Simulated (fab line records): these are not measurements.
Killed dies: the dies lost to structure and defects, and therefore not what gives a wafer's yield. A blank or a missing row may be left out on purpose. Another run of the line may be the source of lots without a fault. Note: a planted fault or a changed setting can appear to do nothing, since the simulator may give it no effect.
Struck lot and sound lot, side by side + flow n5Finfet + 28 steps out of a route of 1938
Sound: these wafers, L516.1, L516.2, L516.6. Wafers struck: L527.3, L527.5, L527.6. Last of all comes the cause.
Per side, at each step with rows, come the tool, then ch with its chambers, and then its first start. Under that, the readings that differ: sound wafers + struck wafers + difference of the means + sigmas: that difference in standard deviations of wafers without a fault.
alike: a reading whose means differ by less than 2 such deviations, as well as words and numbers matching on both sides. not compared: withheld readings; readings where some wafer has no value; bounds like >300 that might hide an equal value; numbers whose values overlap and for which the record gives no deviation.
Wherever a step has rows on one side only, a row that says differs or no value, or a row with sigmas, the two part there. When numbers do not overlap yet have no deviation, they are printed without sigmas and do not part them. A reading that every wafer of one side lacks parts them only if that side has two wafers or more.

N5_STI_FIN_REVEAL_ALD_14: deposits Si3N4, target thk 3 nm.
  sound on aldSin-02 ch 0,1, day 3 03:33; struck on aldSin-01 ch 1,2,3, day 6 02:08
  alike: heaterPowerW
then, 2 steps without rows for these wafers: N5_STI_FIN_REVEAL_FCVD_FILL_01 (material SiO2 flowable, target thk 312 nm, time 512.2 s); N5_STI_FIN_REVEAL_DENSIFY_02 (time 1800 s).
N5_STI_FIN_REVEAL_CMP_04: polishes, stops on Si3N4, t overpolish 4 s, target thk 131.83 nm.
  sound on cmp-03 ch 0,1,2, day 3 08:38; struck on cmp-01 ch 0,2,3, day 6 07:17
| reading             | sound     | struck      | difference | sigmas |
|---------------------|-----------|-------------|------------|--------|
| timeToEndpointS (s) | 97 102 96 | 109 109 114 | +12        | +3     |
  alike: edgeZonePressureFrac, motorCurrentA, overpolishRunS
N5_STI_FIN_REVEAL_THK_MEAS_05:
  sound: filmMetro-01 at day 3 08:53; struck: filmMetro-01 at day 6 07:28
| reading    | sound             | struck            | difference | sigmas |
|------------|-------------------|-------------------|------------|--------|
| thkNm (nm) | 131.3 130.7 131.0 | 132.6 133.6 133.2 | +2.1       | +2     |
N5_STI_FIN_REVEAL_DENSIFY_30:
  sound on rtpAnneal-02 ch 0, day 3 09:11; struck on rtpAnneal-02 ch 0, day 6 07:34
  alike: lampPowerPct, lamp_zone_7_pct
  not compared: wafer_temp_C_max
then, 1 step without rows for these wafers: N5_STI_FIN_REVEAL_ETCHBACK_08 (etches SiO2 in C4F6/O2, target depth 30.5 nm, time 10.167 s).
N5_STI_FIN_REVEAL_STRIP_24: strips in N2/H2, time 90 s.
  sound on rieDiel-04 ch 0,1, day 3 09:26; struck on rieDiel-04 ch 1,2,3, day 6 07:46
  alike: drypumpMotorCurrentA, oesProductAu, rfVppV, showerheadPlenumPTorr, throttleValvePct
  not compared: rfHoursCounterH
then, 4 steps without rows for these wafers: N5_STI_FIN_REVEAL_PRECLEAN_25 (cleans in SPM, time 90 s); N5_STI_FIN_REVEAL_PRECLEAN_26 (cleans in SC1, time 45 s); N5_STI_FIN_REVEAL_PRECLEAN_29 (cleans in DHF, time 30 s); N5_STI_FIN_REVEAL_SRD_12 (time 30 s).
N5_STI_FIN_REVEAL_RECESS_09: chemistry HF/NH3, target SiO2, afs cycles 11, target depth 42.5 nm, sublimation time 60 s.
  sound on vaporEtch-02 ch 0,1, day 3 09:39; struck on vaporEtch-01 ch 0,1, day 6 08:30
  no value came back on the struck wafers for afsCycles, drypumpMotorCurrentA (A), sublimationTempC (C); on the sound wafers afsCycles reads 11 11 11
| reading                                     | sound        | struck       | difference | sigmas |
|---------------------------------------------|--------------|--------------|------------|--------|
| model.SiNx_of_FIN_SAQP_HM_DEP_03.thkNm (nm) | 17.4 17.8 18 | 20.6 21 21.2 | +3.2       |        |
then, 3 steps without rows for these wafers: N5_STI_FIN_REVEAL_STRIP_16 (strips SiNx in H3PO4, target depth 23.8 nm); N5_STI_FIN_REVEAL_PRECLEAN_17 (cleans in NF3:NH3, afs cycles 1, time 20 s, sublimation time 60 s); N5_STI_FIN_REVEAL_ETCH_34 (etches Si in H2, material Si, target depth 0.97 nm).
N5_STI_FIN_REVEAL_OXIDATION_31: chemistry O2 PLASMA REMOTE, time 20 s.
  sound on plasmaAsher-02 ch 0,1, day 3 11:48; struck on plasmaAsher-02 ch 0,1, day 6 10:09
  alike: drypumpMotorCurrentA, heaterPowerW, o2FlowSccm, rfFwdPowerW
  not compared: rfHoursCounterH
then, 6 steps without rows for these wafers: N5_STI_FIN_REVEAL_PRECLEAN_32 (cleans in NF3:NH3, afs cycles 1, time 20 s, sublimation time 60 s); N5_STI_FIN_REVEAL_STRIP_35 (strips Si3N4 in H3PO4, target depth 4 nm, time 39 s); N5_STI_FIN_REVEAL_SRD_21 (time 30 s); N5_STI_FIN_REVEAL_OXIDATION_33 (chemistry O2 PLASMA REMOTE, time 20 s); N5_STI_FIN_REVEAL_CLEAN_19 (cleans in O3/DIW, time 120 s); N5_STI_FIN_REVEAL_SRD_23 (time 30 s).
N5_STI_FIN_REVEAL_CD_MEAS_22: target cd 6.238 nm, pitch 28 nm.
  sound: cdSem-03 at day 3 12:21; struck: cdSem-02 at day 6 10:38
  alike: cdNm
N5_STI_FIN_REVEAL_FIN_H_MEAS_10:
  sound: ocd-01 at day 3 12:23; struck: ocd-02 at day 6 10:41
| reading            | sound          | struck         | difference | sigmas      |
|--------------------|----------------|----------------|------------|-------------|
| trenchDepthNm (nm) | 52.4 52.0 52.0 | -0.4 -0.9 -0.7 | -52.8      | -99 or more |
then, 1 step without rows for these wafers: N5_STI_FIN_REVEAL_PRECLEAN_18 (cleans in SC2, time 45 s).
N5_BEOL_M4_RC_MEAS_101:
  the record has rows for the sound wafers here (prober-02 ch 0, day 8 17:06) and none for the struck ones
-- here the record skips 9 days between the struck wafers' starts before and after, leaving off in module BEOL_M4 and picking up in module PASSIVATION (first step shown: number 1936 of the route) --
N5_PASSIVATION_PROBE_49:
  rows exist in the record for the struck wafers here (prober-02, day 15 20:49), but not for the sound ones

## WHERE THEY PART
Last at N5_PASSIVATION_PROBE_49 as far as this record goes, first at N5_STI_FIN_REVEAL_CMP_04.

WHY: what the simulator had put in
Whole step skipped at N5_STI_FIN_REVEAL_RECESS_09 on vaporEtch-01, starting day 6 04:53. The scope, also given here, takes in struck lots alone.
